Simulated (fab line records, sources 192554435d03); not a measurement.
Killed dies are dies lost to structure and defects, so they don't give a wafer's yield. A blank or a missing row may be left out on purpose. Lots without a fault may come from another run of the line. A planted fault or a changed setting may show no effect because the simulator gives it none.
Which tool did it? | flow n5_finfet | 11 lots, 30 wafers sampled, at 5 steps of a route of 1938

WHAT THE GAUGES READ, wafer by wafer
N5_ZERO_LAYER_INSPECT_20: inspects for defects (darkfield). Usual: raw_defect_count 33, standard deviation 15.
lot  | measured    | on                | raw_defect_count | flag
L593 | day 1 19:18 | defect_inspect-01 | 65 30 57         |
L594 | day 2 01:16 | defect_inspect-01 | 12 36            |
L597 | day 2 19:34 | defect_inspect-01 | 39 29 20         |
L598 | day 3 01:15 | defect_inspect-01 | 37 34 52         |
L599 | day 3 07:23 | defect_inspect-02 | 31 29            |
L601 | day 3 19:23 | defect_inspect-01 | 17 20 23         |
L602 | day 4 02:00 | defect_inspect-01 | 31 51 27         |
L604 | day 4 13:19 | defect_inspect-02 | 28 14 24         |
L613 | day 6 19:23 | defect_inspect-02 | 18 33            |
L614 | day 7 01:16 | defect_inspect-01 | 35 17 10         |
L615 | day 7 07:20 | defect_inspect-02 | 25 41 30         |

N5_WELL_APT_OVL_MEAS_26. Usual: PWELL_OVL -2 nm, standard deviation 4.3.
lot  | measured    | on         | PWELL_OVL (nm) | flag
L593 | day 1 20:49 | overlay-02 | -2 1 -5        |
L594 | day 2 02:50 | overlay-02 | -10 -8         |
L597 | day 2 21:01 | overlay-01 | 3 -2 2         |
L598 | day 3 02:50 | overlay-02 | -1 -6 -1       |
L599 | day 3 09:39 | overlay-02 | -4 -4          |
L601 | day 3 21:00 | overlay-01 | -5 0 -2        |
L602 | day 4 03:27 | overlay-02 | 1 3 -3         |
L604 | day 4 15:05 | overlay-01 | 0 -1 1         |
L613 | day 6 21:18 | overlay-01 | -5 1           |
L614 | day 7 02:58 | overlay-02 | -3 -2 3        |
L615 | day 7 08:55 | overlay-02 | -5 -5 -2       |

N5_BEOL_M4_RC_MEAS_101. Usual: DIBL_N 36.3 mV/V, standard deviation 1.6; DIBL_P 36.2 mV/V, standard deviation 2.1; IOFF_N 0.16 nA/um, standard deviation 0.031; IOFF_P 0.21 nA/um, standard deviation 0.034; ION_N 673 uA/um, standard deviation 11; ION_P 461 uA/um, standard deviation 7.4; SS_N 71.6 mV/dec, standard deviation 0.55; SS_P 73.3 mV/dec, standard deviation 0.66; VT_N 251 mV, standard deviation 3.2; VT_P -251 mV, standard deviation 3.5.
lot  | measured     | on        | DIBL_N (mV/V)  | DIBL_P (mV/V)  | IOFF_N (nA/um) | IOFF_P (nA/um) | ION_N (uA/um) | ION_P (uA/um) | SS_N (mV/dec)  | SS_P (mV/dec)  | VT_N (mV)   | VT_P (mV)      | flag
L593 | day 7 15:59  | prober-02 | 36.3 36.8 38.4 | 36.0 36.5 37.9 | 0.14 0.14 0.17 | 0.21 0.21 0.25 | 683 665 676   | 471 462 464   | 71.0 71.5 71.2 | 73.8 73.4 74.0 | 254 253 250 | -254 -253 -251 |
L594 | day 7 19:15  | prober-02 | 33.4 35.0      | 33.4 36.1      | 0.12 0.15      | 0.15 0.20      | 664 661       | 452 453       | 70.8 71.6      | 72.9 73.3      | 258 249     | -254 -251      |
L597 | day 8 20:27  | prober-01 | 34.0 35.5 32.7 | 34.1 35.7 32.4 | 0.12 0.15 0.11 | 0.20 0.21 0.18 | 665 666 669   | 465 461 468   | 70.5 70.8 70.6 | 73.1 73.2 72.9 | 253 251 256 | -249 -247 -252 |
L598 | day 9 00:52  | prober-01 | 39.4 39.9 40.0 | 39.1 40.1 39.6 | 0.25 0.24 0.26 | 0.27 0.28 0.28 | 681 683 683   | 460 461 464   | 72.0 72.9 72.5 | 74.2 74.2 73.5 | 244 245 246 | -247 -247 -248 |
L599 | day 9 13:11  | prober-01 | 34.9 36.1      | 34.1 35.5      | 0.12 0.14      | 0.17 0.18      | 655 669       | 452 454       | 70.8 71.9      | 72.7 72.6      | 253 255     | -255 -254      |
L601 | day 9 14:40  | prober-02 | 34.8 36.3 37.1 | 35.7 37.0 38.3 | 0.14 0.16 0.18 | 0.18 0.19 0.22 | 652 679 665   | 452 461 455   | 70.9 71.2 71.7 | 72.8 73.4 74.2 | 247 250 246 | -252 -254 -250 |
L602 | day 9 19:12  | prober-01 | 34.6 36.0 35.9 | 34.2 36.8 36.5 | 0.14 0.18 0.17 | 0.17 0.21 0.20 | 675 683 694   | 458 469 470   | 71.9 71.6 72.3 | 73.2 73.8 74.3 | 252 249 249 | -255 -251 -252 |
L604 | day 10 13:17 | prober-02 | 34.2 36.8 36.3 | 36.2 39.4 38.6 | 0.13 0.18 0.17 | 0.19 0.24 0.24 | 672 669 689   | 467 461 475   | 70.9 72.6 71.2 | 72.8 73.6 74.1 | 253 246 247 | -252 -248 -247 |
L613 | day 12 17:08 | prober-01 | 36.8 38.1      | 35.2 37.4      | 0.15 0.17      | 0.19 0.21      | 667 689       | 454 464       | 71.3 71.6      | 73.0 74.0      | 253 246     | -254 -253      |
L614 | day 13 07:39 | prober-01 | 34.2 37.2 36.9 | 32.7 37.0 36.4 | 0.10 0.15 0.14 | 0.14 0.19 0.19 | 656 667 666   | 455 456 463   | 70.4 71.2 71.6 | 71.8 72.6 72.9 | 257 251 252 | -254 -253 -255 |
L615 | day 13 10:01 | prober-01 | 37.9 39.1 39.1 | 38.5 41.1 41.7 | 0.19 0.23 0.25 | 0.23 0.28 0.29 | 687 697 708   | 466 472 478   | 71.7 73.3 72.5 | 74.6 74.0 74.3 | 248 245 243 | -249 -248 -248 |

WHICH TOOL RAN EACH LOT (tool, then ch and the chambers of the sampled wafers, then the start)
lot  | N5_ZERO_LAYER_ETCH_17             | N5_WELL_APT_IMPLANT_15
L593 | rie_diel-05 ch 0,2,3, day 1 18:44 | implanter-02 ch 0, day 1 20:05
L594 | rie_diel-01 ch 2,3, day 2 00:44   | implanter-01 ch 0, day 2 02:05
L597 | rie_diel-05 ch 1,2,3, day 2 19:02 | implanter-01 ch 0, day 2 20:18
L598 | rie_diel-05 ch 0,1,2, day 3 00:43 | implanter-01 ch 0, day 3 01:55
L599 | rie_diel-05 ch 0,3, day 3 06:50   | implanter-01 ch 0, day 3 08:50
L601 | rie_diel-03 ch 0,1,3, day 3 18:50 | implanter-02 ch 0, day 3 20:08
L602 | rie_diel-01 ch 1,3, day 4 01:27   | implanter-02 ch 0, day 4 02:44
L604 | rie_diel-03 ch 0,1,3, day 4 12:47 | implanter-02 ch 0, day 4 14:18
L613 | rie_diel-05 ch 0,1, day 6 18:50   | implanter-01 ch 0, day 6 20:32
L614 | rie_diel-03 ch 1,2,3, day 7 00:43 | implanter-01 ch 0, day 7 02:05
L615 | rie_diel-03 ch 1,2,3, day 7 06:48 | implanter-02 ch 0, day 7 08:02
- N5_ZERO_LAYER_ETCH_17: etches SiO2 in CF4, target depth 12 nm, time 13.3 s.
- N5_WELL_APT_IMPLANT_15

WHAT THE TOOLS THEMSELVES READ (means of the sampled wafers that have a number; where no wafer has one, the mark that the record gives instead)
N5_ZERO_LAYER_ETCH_17. Usual: bias_w 215.0 W, standard deviation 0.61; cf4_flow_sccm 99.99 sccm, standard deviation 0.3; drypump_motor_current_A 5.7 A, standard deviation 0.5; oes_product_au 0.81 a.u., standard deviation 0.083; rf_vpp_V 949 V, standard deviation 5.2; showerhead_plenum_p_Torr 2.15 Torr, standard deviation 0.078; throttle_valve_pct 15.52 %, standard deviation 0.2.
lot  | tool        | bias_w (W) | cf4_flow_sccm (sccm) | drypump_motor_current_A (A) | oes_product_au (a.u.) | rf_vpp_V (V) | showerhead_plenum_p_Torr (Torr) | throttle_valve_pct (%) | flag
L593 | rie_diel-05 | 215.2      | 100.10               | 6.0                         | 0.82                  | 949          | 2.16                            | 15.32                  |
L594 | rie_diel-01 | 214.7      | 99.96                | 5.2                         | 0.74                  | 945          | 2.09                            | 15.83                  |
L597 | rie_diel-05 | 215.1      | 99.89                | 6.2                         | 0.84                  | 954          | 2.24                            | 15.29                  |
L598 | rie_diel-05 | 215.0      | 99.92                | 6.1                         | 0.87                  | 951          | 2.17                            | 15.34                  |
L599 | rie_diel-05 | 214.6      | 100.64               | 5.7                         | 0.78                  | 947          | 2.10                            | 15.45                  |
L601 | rie_diel-03 | 215.1      | 100.28               | 5.8                         | 0.83                  | 950          | 2.16                            | 15.56                  |
L602 | rie_diel-01 | 214.8      | 100.10               | 5.5                         | 0.81                  | 946          | 2.10                            | 15.60                  |
L604 | rie_diel-03 | 215.3      | 99.98                | 5.8                         | 0.80                  | 950          | 2.15                            | 15.57                  |
L613 | rie_diel-05 | 214.8      | 99.82                | 5.8                         | 0.82                  | 947          | 2.13                            | 15.48                  |
L614 | rie_diel-03 | 215.2      | 99.91                | 5.5                         | 0.80                  | 947          | 2.12                            | 15.61                  |
L615 | rie_diel-03 | 215.1      | 100.21               | 5.5                         | 0.80                  | 948          | 2.12                            | 15.60                  |

N5_WELL_APT_IMPLANT_15. Usual: beam_energy_keV 24.998, standard deviation 0.0086; tilt_deg 0.002 degrees, standard deviation 0.02.
lot  | tool         | beam_energy_keV | tilt_deg (degrees) | flag
L593 | implanter-02 | 24.998          | -0.010             |
L594 | implanter-01 | 24.994          | 0.036              |
L597 | implanter-01 | 25.004          | 0.002              |
L598 | implanter-01 | 24.997          | -0.026             |
L599 | implanter-01 | 25.007          | 0.016              |
L601 | implanter-02 | 25.000          | 0.010              |
L602 | implanter-02 | 29.753          | -0.011             | OFF
L604 | implanter-02 | 29.780          | 0.016              | OFF
L613 | implanter-01 | 25.005          | 0.010              |
L614 | implanter-01 | 24.995          | 0.023              |
L615 | implanter-02 | 25.000          | -0.009             |

THE ANSWER, worked out from the rows above alone
Rule: a lot is off if the mean of its wafers that have a number lies more than 3 standard deviations from the usual mean. A lot without any number at a reading at which 4 lots or more have one is off too. The other lots that the step has rows for count as sound. The gauges are gone through in route order, then the tools' own readings, and for those a lot's mean is taken as printed above. The first step at which some lot is off is used, and at that step the reading that is off furthest; a lot without a number counts as furthest.
Off: L602, L604, at N5_WELL_APT_IMPLANT_15 (beam_energy_keV).
A tool fits if, at that step or a process step before it, it ran every lot that is off, and no sound lot after the first of them. None of those tried fits.

WHAT THE SIMULATOR HAD PUT IN
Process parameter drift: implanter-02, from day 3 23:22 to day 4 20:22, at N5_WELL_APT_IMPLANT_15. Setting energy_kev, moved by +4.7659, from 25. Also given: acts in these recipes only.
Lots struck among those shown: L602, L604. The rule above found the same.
